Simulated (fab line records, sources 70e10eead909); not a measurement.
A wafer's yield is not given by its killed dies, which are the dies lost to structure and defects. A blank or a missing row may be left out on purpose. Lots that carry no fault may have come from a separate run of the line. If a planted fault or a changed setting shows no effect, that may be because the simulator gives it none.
Chamber matching / flow nandHarc / rieSi-02 running NHARC_A_CHANNEL_FILL_D2_ETCHBACK_19: 4 sister chambers
The step etches the open film in HBr/Cl2, target depth 5 nm, time 1.7 s. 4 wafers are shown with their chamber, then 9 later ones without.

EACH WAFER AND ITS CHAMBER
wafer=L079.6; chamber=3; drypumpMotorCurrentA (A)=6.5
wafer=L080.4; chamber=0; drypumpMotorCurrentA (A)=6.1
wafer=L082.2; chamber=1; drypumpMotorCurrentA (A)=6.6
wafer=L082.5; chamber=2; drypumpMotorCurrentA (A)=5.2

WAFERS MISSING THEIR CHAMBER
wafer=L084.1; drypumpMotorCurrentA (A)=6.5
wafer=L084.4; drypumpMotorCurrentA (A)=5.3
wafer=L084.6; drypumpMotorCurrentA (A)=6.5
wafer=L085.1; drypumpMotorCurrentA (A)=5.3
wafer=L085.2; drypumpMotorCurrentA (A)=6.5
wafer=L085.5; drypumpMotorCurrentA (A)=5.3
wafer=L094.1; drypumpMotorCurrentA (A)=6.6
wafer=L094.3; drypumpMotorCurrentA (A)=5.3
wafer=L094.6; drypumpMotorCurrentA (A)=6.1

CHAMBER TAKEN BY EACH
wafer=L084.1; from the rows above=can't be placed: 3 or 1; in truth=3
wafer=L084.4; from the rows above=2; in truth=2
wafer=L084.6; from the rows above=can't be placed: 3 or 1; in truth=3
wafer=L085.1; from the rows above=2; in truth=2
wafer=L085.2; from the rows above=can't be placed: 3 or 1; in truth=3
wafer=L085.5; from the rows above=2; in truth=2
wafer=L094.1; from the rows above=can't be placed: 1 or 3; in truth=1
wafer=L094.3; from the rows above=2; in truth=2
wafer=L094.6; from the rows above=0; in truth=0
5 of 9 placed correctly. Can't be placed from these rows: 4 (the true chamber is among the candidates in 4). Wrongly placed: 0.
How it was worked out, from the rows above alone: a wafer's distance from a chamber is the root of the sum, over the readings, of the square of ((its reading less the chamber's mean) divided by the reading's scatter). The wafer belongs to the nearest chamber; if the next one is less than 2 further off, it can't be placed. A chamber's mean is the mean of its shown wafers. The scatter: with one shown wafer a chamber, the root of the mean of the squares of how far each hidden wafer lies from its nearest shown one.
